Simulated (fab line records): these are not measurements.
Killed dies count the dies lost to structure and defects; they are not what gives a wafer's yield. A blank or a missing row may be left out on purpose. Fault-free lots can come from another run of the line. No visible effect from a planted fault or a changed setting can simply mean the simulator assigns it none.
fab line records / flow nandHarc
record: lots: 13 wafers: 39 lastDay: 33
route steps=1302 shown A_CHANNEL_HOLE_D1@488 A_CHANNEL_FILL_D1@506 A_ONON_D2@549 END@1302
lots that met no fault: taken from a fault-free run of the same line
startH: the number of hours between the record's first day and the start of the first shown wafer of the lot / waitH: hours elapsed since this lot's preceding step / " repeats the value in the row above / L1.1+2: a single row standing in for several wafers / - value missing, or start not given / * or withheld: withheld / < > ~ a bound
route shown NAME@n: a module of which the file shows steps, and the number in the route of the first / usual: mean and standard deviation over wafers with no fault / same: alike in all rows / chamber/n: place in a boat / sites: the reading at each site / _std_site: their standard deviation / _edge_site: outer sites' mean less inner sites' / radiusMm: for every site, how far away it sits from the centre of the wafer / mask NAME#n: copy n / behind: tool/chamber where the wafer was last shaped / hold: cause of the lot's hold/its duration in hours/its outcome / device: the transistor (n, p or np) that didn't switch / end of line: tests run on the same wafers once the route is complete / a step given without rows: its recipe and nothing more / killed: at the first sort, the dies lost to defects and structure; wafer yield is something else / map: dies across one wafer; x = killed, . = not, _ = none there
set.NAME: the run value of the setting; set.NAME@STEP: its run value at that earlier step / model.NAME: the simulator's own value behind a step, which no gauge read
a sample of lots followed through the steps of the route, with each step as a table and each wafer as a row
services: from which hour (startH, from the record's first day; less than 0 if before it) a tool's chamber was out of use, for how many hours, and why
== steps ==
step: NHARC_A_CHANNEL_HOLE_D1_XSEM_31
recipe: landingEnergyEv: 35000
usual: botCdNm: 74.6/1.5 bowNm: 8.60/0.23 tiltDeg: 0.07/0.043
lot.wafer=L207.1 tool=xsem-01 chamber=0 startH=186.95 waitH=0.1 botCdNm=75.0 bowNm=8.29 tiltDeg=0.06
lot.wafer=L207.2 tool=xsem-01 chamber=0 startH=186.95 waitH=0.1 botCdNm=75.0 bowNm=8.28 tiltDeg=0.06
lot.wafer=L207.6 tool=xsem-01 chamber=0 startH=186.95 waitH=0.1 botCdNm=72.5 bowNm=8.24 tiltDeg=0.06
lot.wafer=L208.1 tool=xsem-02 chamber=0 startH=207.67 waitH=0.1 botCdNm=77.0 bowNm=8.49 tiltDeg=0.12
lot.wafer=L208.2 tool=xsem-02 chamber=0 startH=207.67 waitH=0.1 botCdNm=77.5 bowNm=8.47 tiltDeg=0.12
lot.wafer=L208.3 tool=xsem-02 chamber=0 startH=207.67 waitH=0.1 botCdNm=74.9 bowNm=8.55 tiltDeg=0.12
lot.wafer=L209.1 tool=xsem-01 chamber=0 startH=212.22 waitH=0.1 botCdNm=74.8 bowNm=8.85 tiltDeg=0.02
lot.wafer=L209.2 tool=xsem-01 chamber=0 startH=212.22 waitH=0.1 botCdNm=76.4 bowNm=8.80 tiltDeg=0.03
lot.wafer=L209.6 tool=xsem-01 chamber=0 startH=212.22 waitH=0.1 botCdNm=73.1 bowNm=8.84 tiltDeg=0.03
lot.wafer=L210.2 tool=xsem-02 chamber=0 startH=222.70 waitH=0.1 botCdNm=72.8 bowNm=8.69 tiltDeg=0.07
lot.wafer=L210.3 tool=xsem-02 chamber=0 startH=222.70 waitH=0.1 botCdNm=74.8 bowNm=8.67 tiltDeg=0.07
lot.wafer=L210.6 tool=xsem-02 chamber=0 startH=222.70 waitH=0.1 botCdNm=73.8 bowNm=8.69 tiltDeg=0.07
lot.wafer=L212.1 tool=xsem-01 chamber=0 startH=238.90 waitH=0.1 botCdNm=74.0 bowNm=8.64 tiltDeg=0.03
lot.wafer=L212.2 tool=xsem-01 chamber=0 startH=238.90 waitH=0.1 botCdNm=73.7 bowNm=8.58 tiltDeg=0.03
lot.wafer=L212.3 tool=xsem-01 chamber=0 startH=238.90 waitH=0.1 botCdNm=76.3 bowNm=8.57 tiltDeg=0.03
lot.wafer=L217.2 tool=xsem-02 chamber=0 startH=304.27 waitH=0.1 botCdNm=74.6 bowNm=8.42 tiltDeg=0.09
lot.wafer=L217.5 tool=xsem-02 chamber=0 startH=304.27 waitH=0.1 botCdNm=75.4 bowNm=8.46 tiltDeg=0.09
lot.wafer=L217.6 tool=xsem-02 chamber=0 startH=304.27 waitH=0.1 botCdNm=74.6 bowNm=8.52 tiltDeg=0.09
lot.wafer=L218.3 tool=xsem-02 chamber=0 startH=311.54 waitH=0.1 botCdNm=78.4 bowNm=8.59 tiltDeg=0.11
lot.wafer=L218.4 tool=xsem-02 chamber=0 startH=311.54 waitH=0.1 botCdNm=76.2 bowNm=8.62 tiltDeg=0.11
lot.wafer=L218.5 tool=xsem-02 chamber=0 startH=311.54 waitH=0.1 botCdNm=75.1 bowNm=8.59 tiltDeg=0.11
lot.wafer=L221.2 tool=xsem-01 chamber=0 startH=331.10 waitH=0.1 botCdNm=73.0 bowNm=8.14 tiltDeg=0.14
lot.wafer=L221.5 tool=xsem-01 chamber=0 startH=331.10 waitH=0.1 botCdNm=75.1 bowNm=8.16 tiltDeg=0.13
lot.wafer=L221.6 tool=xsem-01 chamber=0 startH=331.10 waitH=0.1 botCdNm=73.3 bowNm=8.11 tiltDeg=0.13
lot.wafer=L224.1 tool=xsem-02 chamber=0 startH=363.45 waitH=0.1 botCdNm=75.6 bowNm=8.88 tiltDeg=0.14
lot.wafer=L224.4 tool=xsem-02 chamber=0 startH=363.45 waitH=0.1 botCdNm=74.9 bowNm=8.96 tiltDeg=0.14
lot.wafer=L224.5 tool=xsem-02 chamber=0 startH=363.45 waitH=0.1 botCdNm=76.7 bowNm=8.87 tiltDeg=0.14
lot.wafer=L225.1 tool=xsem-01 chamber=0 startH=369.96 waitH=0.1 botCdNm=73.3 bowNm=8.78 tiltDeg=0.11
lot.wafer=L225.2 tool=xsem-01 chamber=0 startH=369.96 waitH=0.1 botCdNm=75.6 bowNm=8.80 tiltDeg=0.11
lot.wafer=L225.4 tool=xsem-01 chamber=0 startH=369.96 waitH=0.1 botCdNm=73.5 bowNm=8.76 tiltDeg=0.11
lot.wafer=L227.1 tool=xsem-02 chamber=0 startH=398.65 waitH=0.1 botCdNm=74.2 bowNm=9.07 tiltDeg=0.09
lot.wafer=L227.2 tool=xsem-02 chamber=0 startH=398.65 waitH=0.1 botCdNm=72.7 bowNm=8.99 tiltDeg=0.09
lot.wafer=L227.4 tool=xsem-02 chamber=0 startH=398.65 waitH=0.1 botCdNm=73.1 bowNm=8.97 tiltDeg=0.09
lot.wafer=L228.2 tool=xsem-02 chamber=0 startH=411.79 waitH=0.1 botCdNm=75.5 bowNm=8.72 tiltDeg=0.06
lot.wafer=L228.3 tool=xsem-02 chamber=0 startH=411.79 waitH=0.1 botCdNm=72.6 bowNm=8.76 tiltDeg=0.06
lot.wafer=L228.6 tool=xsem-02 chamber=0 startH=411.79 waitH=0.1 botCdNm=74.1 bowNm=8.64 tiltDeg=0.06
lot.wafer=L229.2 tool=xsem-01 chamber=0 startH=412.51 waitH=0.1 botCdNm=75.0 bowNm=8.60 tiltDeg=0.07
lot.wafer=L229.3 tool=xsem-01 chamber=0 startH=412.51 waitH=0.1 botCdNm=72.2 bowNm=8.67 tiltDeg=0.07
lot.wafer=L229.4 tool=xsem-01 chamber=0 startH=412.51 waitH=0.1 botCdNm=71.5 bowNm=8.66 tiltDeg=0.07
step: NHARC_A_CHANNEL_HOLE_D1_INSPECT_40
usual: rawDefectCount: 72/25
lot.wafer=L207.1 tool=defectInspect-01 chamber=- startH=187.05 waitH=- rawDefectCount=104
lot.wafer=L207.2 tool=defectInspect-01 chamber=- startH=187.05 waitH=- rawDefectCount=112
lot.wafer=L207.6 tool=defectInspect-01 chamber=- startH=187.05 waitH=- rawDefectCount=106
lot.wafer=L208.1 tool=defectInspect-01 chamber=- startH=207.77 waitH=- rawDefectCount=137
lot.wafer=L208.2 tool=defectInspect-01 chamber=- startH=207.77 waitH=- rawDefectCount=78
lot.wafer=L208.3 tool=defectInspect-01 chamber=- startH=207.77 waitH=- rawDefectCount=115
lot.wafer=L209.1 tool=defectInspect-01 chamber=- startH=212.32 waitH=- rawDefectCount=43
lot.wafer=L209.2 tool=defectInspect-01 chamber=- startH=212.32 waitH=- rawDefectCount=52
lot.wafer=L209.6 tool=defectInspect-01 chamber=- startH=212.32 waitH=- rawDefectCount=51
lot.wafer=L210.2 tool=defectInspect-01 chamber=- startH=222.79 waitH=- rawDefectCount=113
lot.wafer=L210.3 tool=defectInspect-01 chamber=- startH=222.79 waitH=- rawDefectCount=98
lot.wafer=L210.6 tool=defectInspect-01 chamber=- startH=222.79 waitH=- rawDefectCount=108
lot.wafer=L212.1 tool=defectInspect-02 chamber=- startH=239.01 waitH=- rawDefectCount=83
lot.wafer=L212.2 tool=defectInspect-02 chamber=- startH=239.01 waitH=- rawDefectCount=99
lot.wafer=L212.3 tool=defectInspect-02 chamber=- startH=239.01 waitH=- rawDefectCount=104
lot.wafer=L217.2 tool=defectInspect-02 chamber=- startH=304.37 waitH=- rawDefectCount=88
lot.wafer=L217.5 tool=defectInspect-02 chamber=- startH=304.37 waitH=- rawDefectCount=78
lot.wafer=L217.6 tool=defectInspect-02 chamber=- startH=304.37 waitH=- rawDefectCount=49
lot.wafer=L218.3 tool=defectInspect-02 chamber=- startH=311.63 waitH=- rawDefectCount=67
lot.wafer=L218.4 tool=defectInspect-02 chamber=- startH=311.63 waitH=- rawDefectCount=77
lot.wafer=L218.5 tool=defectInspect-02 chamber=- startH=311.63 waitH=- rawDefectCount=51
lot.wafer=L221.2 tool=defectInspect-01 chamber=- startH=331.19 waitH=- rawDefectCount=35
lot.wafer=L221.5 tool=defectInspect-01 chamber=- startH=331.19 waitH=- rawDefectCount=30
lot.wafer=L221.6 tool=defectInspect-01 chamber=- startH=331.19 waitH=- rawDefectCount=41
lot.wafer=L224.1 tool=defectInspect-01 chamber=- startH=363.55 waitH=- rawDefectCount=75
lot.wafer=L224.4 tool=defectInspect-01 chamber=- startH=363.55 waitH=- rawDefectCount=76
lot.wafer=L224.5 tool=defectInspect-01 chamber=- startH=363.55 waitH=- rawDefectCount=70
lot.wafer=L225.1 tool=defectInspect-01 chamber=- startH=370.06 waitH=- rawDefectCount=47
lot.wafer=L225.2 tool=defectInspect-01 chamber=- startH=370.06 waitH=- rawDefectCount=58
lot.wafer=L225.4 tool=defectInspect-01 chamber=- startH=370.06 waitH=- rawDefectCount=51
lot.wafer=L227.1 tool=defectInspect-01 chamber=- startH=398.75 waitH=- rawDefectCount=51
lot.wafer=L227.2 tool=defectInspect-01 chamber=- startH=398.75 waitH=- rawDefectCount=75
lot.wafer=L227.4 tool=defectInspect-01 chamber=- startH=398.75 waitH=- rawDefectCount=62
lot.wafer=L228.2 tool=defectInspect-01 chamber=- startH=411.89 waitH=- rawDefectCount=48
lot.wafer=L228.3 tool=defectInspect-01 chamber=- startH=411.89 waitH=- rawDefectCount=52
lot.wafer=L228.6 tool=defectInspect-01 chamber=- startH=411.89 waitH=- rawDefectCount=55
lot.wafer=L229.2 tool=defectInspect-02 chamber=- startH=412.62 waitH=- rawDefectCount=67
lot.wafer=L229.3 tool=defectInspect-02 chamber=- startH=412.62 waitH=- rawDefectCount=67
lot.wafer=L229.4 tool=defectInspect-02 chamber=- startH=412.62 waitH=- rawDefectCount=55
step: NHARC_A_CHANNEL_FILL_D1_THK_MEAS_06
recipe: thkMeasGauge: ellipsometry
usual: thkNm: 4.9/0.94
lot.wafer=L207.1 tool=filmMetro-02 chamber=- startH=223.36 waitH=0.4 thkNm=4.8
lot.wafer=L207.2 tool=filmMetro-02 chamber=- startH=223.36 waitH=0.4 thkNm=5.8
lot.wafer=L207.6 tool=filmMetro-02 chamber=- startH=223.36 waitH=0.4 thkNm=6.9
lot.wafer=L208.1 tool=filmMetro-01 chamber=- startH=246.09 waitH=0.4 thkNm=4.3
lot.wafer=L208.2 tool=filmMetro-01 chamber=- startH=246.09 waitH=0.4 thkNm=6.0
lot.wafer=L208.3 tool=filmMetro-01 chamber=- startH=246.09 waitH=0.4 thkNm=4.1
lot.wafer=L209.1 tool=filmMetro-02 chamber=- startH=246.09 waitH=0.4 thkNm=4.5
lot.wafer=L209.2 tool=filmMetro-02 chamber=- startH=246.09 waitH=0.4 thkNm=6.2
lot.wafer=L209.6 tool=filmMetro-02 chamber=- startH=246.09 waitH=0.4 thkNm=4.9
lot.wafer=L210.2 tool=filmMetro-02 chamber=- startH=259.21 waitH=0.4 thkNm=4.2
lot.wafer=L210.3 tool=filmMetro-02 chamber=- startH=259.21 waitH=0.4 thkNm=5.3
lot.wafer=L210.6 tool=filmMetro-02 chamber=- startH=259.21 waitH=0.4 thkNm=3.3
lot.wafer=L212.1 tool=filmMetro-01 chamber=- startH=275.00 waitH=0.4 thkNm=3.4
lot.wafer=L212.2 tool=filmMetro-01 chamber=- startH=275.00 waitH=0.4 thkNm=5.9
lot.wafer=L212.3 tool=filmMetro-01 chamber=- startH=275.00 waitH=0.4 thkNm=5.6
lot.wafer=L217.2 tool=filmMetro-02 chamber=- startH=343.81 waitH=0.4 thkNm=4.4
lot.wafer=L217.5 tool=filmMetro-02 chamber=- startH=343.81 waitH=0.4 thkNm=4.1
lot.wafer=L217.6 tool=filmMetro-02 chamber=- startH=343.81 waitH=0.4 thkNm=5.4
lot.wafer=L218.3 tool=filmMetro-02 chamber=- startH=347.45 waitH=0.4 thkNm=5.7
lot.wafer=L218.4 tool=filmMetro-02 chamber=- startH=347.45 waitH=0.4 thkNm=3.9
lot.wafer=L218.5 tool=filmMetro-02 chamber=- startH=347.45 waitH=0.4 thkNm=3.6
lot.wafer=L221.2 tool=filmMetro-01 chamber=- startH=370.50 waitH=0.4 thkNm=6.2
lot.wafer=L221.5 tool=filmMetro-01 chamber=- startH=370.50 waitH=0.4 thkNm=4.1
lot.wafer=L221.6 tool=filmMetro-01 chamber=- startH=370.50 waitH=0.4 thkNm=4.4
lot.wafer=L224.1 tool=filmMetro-01 chamber=- startH=400.21 waitH=0.4 thkNm=4.6
lot.wafer=L224.4 tool=filmMetro-01 chamber=- startH=400.21 waitH=0.4 thkNm=4.2
lot.wafer=L224.5 tool=filmMetro-01 chamber=- startH=400.21 waitH=0.4 thkNm=3.6
lot.wafer=L225.1 tool=filmMetro-02 chamber=- startH=406.71 waitH=0.4 thkNm=4.8
lot.wafer=L225.2 tool=filmMetro-02 chamber=- startH=406.71 waitH=0.4 thkNm=4.6
lot.wafer=L225.4 tool=filmMetro-02 chamber=- startH=406.71 waitH=0.4 thkNm=4.9
lot.wafer=L227.1 tool=filmMetro-01 chamber=- startH=435.19 waitH=0.4 thkNm=4.2
lot.wafer=L227.2 tool=filmMetro-01 chamber=- startH=435.19 waitH=0.4 thkNm=5.6
lot.wafer=L227.4 tool=filmMetro-01 chamber=- startH=435.19 waitH=0.4 thkNm=4.8
lot.wafer=L228.2 tool=filmMetro-02 chamber=- startH=448.80 waitH=0.4 thkNm=5.9
lot.wafer=L228.3 tool=filmMetro-02 chamber=- startH=448.80 waitH=0.4 thkNm=3.8
lot.wafer=L228.6 tool=filmMetro-02 chamber=- startH=448.80 waitH=0.4 thkNm=2.5
lot.wafer=L229.2 tool=filmMetro-01 chamber=- startH=448.80 waitH=0.4 thkNm=6.2
lot.wafer=L229.3 tool=filmMetro-01 chamber=- startH=448.80 waitH=0.4 thkNm=4.8
lot.wafer=L229.4 tool=filmMetro-01 chamber=- startH=448.80 waitH=0.4 thkNm=4.5
step: NHARC_A_ONON_D2_DEP_06
recipe: targetThkA: 10000 n2FlowSccm: 2750 n2oFlowSccm: 2000 nh3FlowSccm: 500 sih4FlowSccm: 210 tempC: 400
usual: n2oFlowSccm: 2000/5.9
lot.wafer=L207.1 tool=pecvdOnon-02 chamber=0 startH=274.23 waitH=0.1 n2oFlowSccm=2003
lot.wafer=L207.2 tool=pecvdOnon-02 chamber=0 startH=274.23 waitH=0.1 n2oFlowSccm=1996
lot.wafer=L207.6 tool=pecvdOnon-02 chamber=0 startH=274.23 waitH=0.1 n2oFlowSccm=2006
lot.wafer=L209.1 tool=pecvdOnon-04 chamber=0 startH=292.62 waitH=0.1 n2oFlowSccm=2005
lot.wafer=L209.2 tool=pecvdOnon-04 chamber=0 startH=292.62 waitH=0.1 n2oFlowSccm=1991
lot.wafer=L209.6 tool=pecvdOnon-04 chamber=0 startH=292.62 waitH=0.1 n2oFlowSccm=1991
lot.wafer=L208.1 tool=pecvdOnon-03 chamber=0 startH=292.62 waitH=0.1 n2oFlowSccm=1996
lot.wafer=L208.2 tool=pecvdOnon-03 chamber=0 startH=292.62 waitH=0.1 n2oFlowSccm=1997
lot.wafer=L208.3 tool=pecvdOnon-03 chamber=0 startH=292.62 waitH=0.1 n2oFlowSccm=1994
lot.wafer=L210.2 tool=pecvdOnon-02 chamber=0 startH=304.53 waitH=0.1 n2oFlowSccm=2005
lot.wafer=L210.3 tool=pecvdOnon-02 chamber=0 startH=304.53 waitH=0.1 n2oFlowSccm=2006
lot.wafer=L210.6 tool=pecvdOnon-02 chamber=0 startH=304.53 waitH=0.1 n2oFlowSccm=1995
lot.wafer=L212.1 tool=pecvdOnon-02 chamber=0 startH=319.19 waitH=0.1 n2oFlowSccm=1996
lot.wafer=L212.2 tool=pecvdOnon-02 chamber=0 startH=319.19 waitH=0.1 n2oFlowSccm=2005
lot.wafer=L212.3 tool=pecvdOnon-02 chamber=0 startH=319.19 waitH=0.1 n2oFlowSccm=1989
lot.wafer=L217.2 tool=pecvdOnon-02 chamber=0 startH=390.29 waitH=0.1 n2oFlowSccm=2001
lot.wafer=L217.5 tool=pecvdOnon-02 chamber=0 startH=390.29 waitH=0.1 n2oFlowSccm=2005
lot.wafer=L217.6 tool=pecvdOnon-02 chamber=0 startH=390.29 waitH=0.1 n2oFlowSccm=2003
lot.wafer=L218.3 tool=pecvdOnon-03 chamber=0 startH=390.37 waitH=0.2 n2oFlowSccm=2011
lot.wafer=L218.4 tool=pecvdOnon-03 chamber=0 startH=390.37 waitH=0.2 n2oFlowSccm=2009
lot.wafer=L218.5 tool=pecvdOnon-03 chamber=0 startH=390.37 waitH=0.2 n2oFlowSccm=1991
lot.wafer=L221.2 tool=pecvdOnon-02 chamber=0 startH=419.83 waitH=0.1 n2oFlowSccm=2001
lot.wafer=L221.5 tool=pecvdOnon-02 chamber=0 startH=419.83 waitH=0.1 n2oFlowSccm=2003
lot.wafer=L221.6 tool=pecvdOnon-02 chamber=0 startH=419.83 waitH=0.1 n2oFlowSccm=1999
lot.wafer=L224.1 tool=pecvdOnon-03 chamber=0 startH=450.81 waitH=0.1 n2oFlowSccm=1995
lot.wafer=L224.4 tool=pecvdOnon-03 chamber=0 startH=450.81 waitH=0.1 n2oFlowSccm=2011
lot.wafer=L224.5 tool=pecvdOnon-03 chamber=0 startH=450.81 waitH=0.1 n2oFlowSccm=2001
lot.wafer=L225.1 tool=pecvdOnon-04 chamber=0 startH=450.82 waitH=0.1 n2oFlowSccm=1994
lot.wafer=L225.2 tool=pecvdOnon-04 chamber=0 startH=450.82 waitH=0.1 n2oFlowSccm=1998
lot.wafer=L225.4 tool=pecvdOnon-04 chamber=0 startH=450.82 waitH=0.1 n2oFlowSccm=1996
lot.wafer=L227.1 tool=pecvdOnon-03 chamber=0 startH=481.72 waitH=0.1 n2oFlowSccm=1991
lot.wafer=L227.2 tool=pecvdOnon-03 chamber=0 startH=481.72 waitH=0.1 n2oFlowSccm=1994
lot.wafer=L227.4 tool=pecvdOnon-03 chamber=0 startH=481.72 waitH=0.1 n2oFlowSccm=2000
lot.wafer=L228.2 tool=pecvdOnon-02 chamber=0 startH=494.36 waitH=0.1 n2oFlowSccm=1997
lot.wafer=L228.3 tool=pecvdOnon-02 chamber=0 startH=494.36 waitH=0.1 n2oFlowSccm=1998
lot.wafer=L228.6 tool=pecvdOnon-02 chamber=0 startH=494.36 waitH=0.1 n2oFlowSccm=2009
lot.wafer=L229.2 tool=pecvdOnon-03 chamber=0 startH=494.37 waitH=0.1 n2oFlowSccm=1995
lot.wafer=L229.3 tool=pecvdOnon-03 chamber=0 startH=494.37 waitH=0.1 n2oFlowSccm=2001
lot.wafer=L229.4 tool=pecvdOnon-03 chamber=0 startH=494.37 waitH=0.1 n2oFlowSccm=2007
step: NHARC_A_ONON_D2_THK_MEAS_08
recipe: thkMeasGauge: ellipsometry
usual: thkNm: 1003/12
lot.wafer=L207.1 tool=filmMetro-02 chamber=- startH=274.75 waitH=- thkNm=1011
lot.wafer=L207.2 tool=filmMetro-02 chamber=- startH=274.75 waitH=- thkNm=1009
lot.wafer=L207.6 tool=filmMetro-02 chamber=- startH=274.75 waitH=- thkNm=1011
lot.wafer=L208.1 tool=filmMetro-02 chamber=- startH=293.13 waitH=- thkNm=1005
lot.wafer=L208.2 tool=filmMetro-02 chamber=- startH=293.13 waitH=- thkNm=1006
lot.wafer=L208.3 tool=filmMetro-02 chamber=- startH=293.13 waitH=- thkNm=1008
lot.wafer=L209.1 tool=filmMetro-01 chamber=- startH=293.14 waitH=- thkNm=1000
lot.wafer=L209.2 tool=filmMetro-01 chamber=- startH=293.14 waitH=- thkNm=1000
lot.wafer=L209.6 tool=filmMetro-01 chamber=- startH=293.14 waitH=- thkNm=1000
lot.wafer=L210.2 tool=filmMetro-01 chamber=- startH=304.98 waitH=- thkNm=1001
lot.wafer=L210.3 tool=filmMetro-01 chamber=- startH=304.98 waitH=- thkNm=1003
lot.wafer=L210.6 tool=filmMetro-01 chamber=- startH=304.98 waitH=- thkNm=1003
lot.wafer=L212.1 tool=filmMetro-02 chamber=- startH=319.70 waitH=- thkNm=1024
lot.wafer=L212.2 tool=filmMetro-02 chamber=- startH=319.70 waitH=- thkNm=1025
lot.wafer=L212.3 tool=filmMetro-02 chamber=- startH=319.70 waitH=- thkNm=1024
lot.wafer=L217.2 tool=filmMetro-02 chamber=- startH=390.74 waitH=- thkNm=531
lot.wafer=L217.5 tool=filmMetro-02 chamber=- startH=390.74 waitH=- thkNm=529
lot.wafer=L217.6 tool=filmMetro-02 chamber=- startH=390.74 waitH=- thkNm=530
lot.wafer=L218.3 tool=filmMetro-01 chamber=- startH=390.76 waitH=- thkNm=983
lot.wafer=L218.4 tool=filmMetro-01 chamber=- startH=390.76 waitH=- thkNm=982
lot.wafer=L218.5 tool=filmMetro-01 chamber=- startH=390.76 waitH=- thkNm=983
lot.wafer=L221.2 tool=filmMetro-01 chamber=- startH=420.28 waitH=- thkNm=546
lot.wafer=L221.5 tool=filmMetro-01 chamber=- startH=420.28 waitH=- thkNm=545
lot.wafer=L221.6 tool=filmMetro-01 chamber=- startH=420.28 waitH=- thkNm=546
lot.wafer=L224.1 tool=filmMetro-02 chamber=- startH=451.32 waitH=- thkNm=1021
lot.wafer=L224.4 tool=filmMetro-02 chamber=- startH=451.32 waitH=- thkNm=1019
lot.wafer=L224.5 tool=filmMetro-02 chamber=- startH=451.32 waitH=- thkNm=1020
lot.wafer=L225.1 tool=filmMetro-01 chamber=- startH=451.33 waitH=- thkNm=999
lot.wafer=L225.2 tool=filmMetro-01 chamber=- startH=451.33 waitH=- thkNm=999
lot.wafer=L225.4 tool=filmMetro-01 chamber=- startH=451.33 waitH=- thkNm=997
lot.wafer=L227.1 tool=filmMetro-01 chamber=- startH=482.23 waitH=- thkNm=996
lot.wafer=L227.2 tool=filmMetro-01 chamber=- startH=482.23 waitH=- thkNm=997
lot.wafer=L227.4 tool=filmMetro-01 chamber=- startH=482.23 waitH=- thkNm=996
lot.wafer=L228.2 tool=filmMetro-02 chamber=- startH=494.81 waitH=- thkNm=1003
lot.wafer=L228.3 tool=filmMetro-02 chamber=- startH=494.81 waitH=- thkNm=1001
lot.wafer=L228.6 tool=filmMetro-02 chamber=- startH=494.81 waitH=- thkNm=1005
lot.wafer=L229.2 tool=filmMetro-01 chamber=- startH=494.82 waitH=- thkNm=1016
lot.wafer=L229.3 tool=filmMetro-01 chamber=- startH=494.82 waitH=- thkNm=1014
lot.wafer=L229.4 tool=filmMetro-01 chamber=- startH=494.82 waitH=- thkNm=1014
step: NHARC_END_SORT_01
recipe: tempC: 25
usual: killedAtArray: 61/26 killedAtOther: 0.8/1.1 killedAtPeriphery: 4.0/2.6 killedDies: 66/26 killedOpen: 3.1/1.7 killedShort: 2.5/1.5
same: grossDies: 677
lot.wafer=L217.2 tool=prober-02 chamber=0 startH=690.82 waitH=2.8 killedAtArray=671 killedAtOther=3 killedAtPeriphery=3 killedDies=677 killedOpen=2 killedShort=5
lot.wafer=L217.5 tool=prober-02 chamber=0 startH=693.29 waitH=3.8 killedAtArray=672 killedAtOther=2 killedAtPeriphery=3 killedDies=677 killedOpen=2 killedShort=1
lot.wafer=L217.6 tool=prober-02 chamber=0 startH=694.11 waitH=4.1 killedAtArray=670 killedAtOther=0 killedAtPeriphery=7 killedDies=677 killedOpen=2 killedShort=1
lot.wafer=L221.2 tool=prober-01 chamber=0 startH=711.43 waitH=2.8 killedAtArray=672 killedAtOther=0 killedAtPeriphery=5 killedDies=677 killedOpen=3 killedShort=3
lot.wafer=L221.5 tool=prober-01 chamber=0 startH=713.85 waitH=3.7 killedAtArray=673 killedAtOther=0 killedAtPeriphery=4 killedDies=677 killedOpen=5 killedShort=2
lot.wafer=L221.6 tool=prober-01 chamber=0 startH=714.66 waitH=4.0 killedAtArray=673 killedAtOther=0 killedAtPeriphery=4 killedDies=677 killedOpen=6 killedShort=0
killed by level:class
L217.2 A_ONON_D2:areaDep=603 A_SLIT:chamberFilmFlake=27 A_CHANNEL_HOLE_D2:chamberFilmFlake=15 A_CONTACT:chamberFilmFlake=9 A_CHANNEL_HOLE_D1:chamberFilmFlake=8 THIN_TSV:chamberFilmFlake=3 A_CHANNEL_FILL_D2:geometricParticle:short=2 P_GATE:chamberFilmFlake=2
L217.5 A_ONON_D2:areaDep=603 A_SLIT:chamberFilmFlake=29 A_CHANNEL_HOLE_D2:chamberFilmFlake=20 A_CONTACT:chamberFilmFlake=12 A_CHANNEL_HOLE_D1:chamberFilmFlake=4 P_GATE:chamberFilmFlake=2 THIN_TSV:chamberFilmFlake=2 P_GATE:geometricParticle:open=1
L217.6 A_ONON_D2:areaDep=595 A_SLIT:chamberFilmFlake=36 A_CHANNEL_HOLE_D2:chamberFilmFlake=17 A_CONTACT:chamberFilmFlake=10 P_GATE:chamberFilmFlake=6 A_CHANNEL_HOLE_D1:chamberFilmFlake=4 A_STAIRCASE:chamberFilmFlake=2 A_ONON_D2:geometricParticle:short=1
L221.2 A_ONON_D2:areaDep=646 A_CHANNEL_HOLE_D1:chamberFilmFlake=7 A_CONTACT:chamberFilmFlake=5 A_SLIT:chamberFilmFlake=4 P_M0:chamberFilmFlake=3 A_STAIRCASE:chamberFilmFlake=3 P_M0:geometricParticle:open=2 A_ONON_D1:geometricParticle:short=1
L221.5 A_ONON_D2:areaDep=650 A_CHANNEL_HOLE_D1:chamberFilmFlake=11 A_SLIT:chamberFilmFlake=4 A_STAIRCASE:chamberFilmFlake=2 P_M0:geometricParticle:open=1 P_M1:geometricParticle:short=1 A_CHANNEL_FILL_D1:geometricParticle:open=1 A_DECK1_JOINT:geometricParticle:open=1
L221.6 A_ONON_D2:areaDep=634 A_CHANNEL_HOLE_D1:chamberFilmFlake=15 A_SLIT:chamberFilmFlake=7 A_CONTACT:chamberFilmFlake=6 A_STAIRCASE:chamberFilmFlake=4 P_M0:chamberFilmFlake=2 P_M1:geometricParticle:open=1 A_SOURCE_PLATE:geometricParticle:open=1
== services ==
tool=pecvdOnon-02 chamber=- startH=185.00 hours=13.0 kind=pm
tool=pecvdOnon-03 chamber=- startH=227.33 hours=13.0 kind=pm
tool=pecvdOnon-04 chamber=- startH=311.28 hours=13.0 kind=pm
tool=pecvdOnon-02 chamber=- startH=366.00 hours=13.0 kind=pm
tool=xsem-01 chamber=- startH=374.00 hours=14.0 kind=pm
tool=pecvdOnon-03 chamber=- startH=378.20 hours=5.9 kind=repair
tool=pecvdOnon-03 chamber=- startH=408.33 hours=13.0 kind=pm
tool=pecvdOnon-04 chamber=- startH=492.28 hours=13.0 kind=pm
== key ==
firstSign: step: NHARC_A_ONON_D2_THK_MEAS_08 reading: thkNm direction: down sigmas: 39 usual: 1003 struck: 538
effect: step: NHARC_END_SORT_01 reading: killedAtArray direction: up sigmas: 24 usual: 61 struck: 672
moreKillsBornAt: NHARC_A_ONON_D2_DEP_06@pecvdOnon-02: 3731
metAt NHARC_A_ONON_D2_DEP_06
struckLots L217,L221
laterRowsLeftOut L217.2,L217.5,L217.6,L221.2,L221.5,L221.6
testerLeftOut L217,L221
notActingAt NHARC_A_CHANNEL_HOLE_D1_XSEM_31,NHARC_A_CHANNEL_HOLE_D1_INSPECT_40,NHARC_A_CHANNEL_FILL_D1_THK_MEAS_06
onsetBetween 319.19 390.29
fault: kind: processParameterDrift tool: pecvdOnon-02 chamber: - onsetH: 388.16 steps: NHARC_A_ONON_D2_DEP_06 channel: targetThkA offset: * shape: step endH: 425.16 actsIn: * stated: *
testerLeftOut: of these lots the tester's yield and bins aren't shown, on N5 and GAA mostly nor the transistor test; their killed dies are dies lost to structure and defects alone, not to doping, threshold or leakage, so they don't give the yield
laterRowsLeftOut: the simulator's readings of these wafers behind a module that went badly wrong aren't trusted and aren't shown, but for the sort
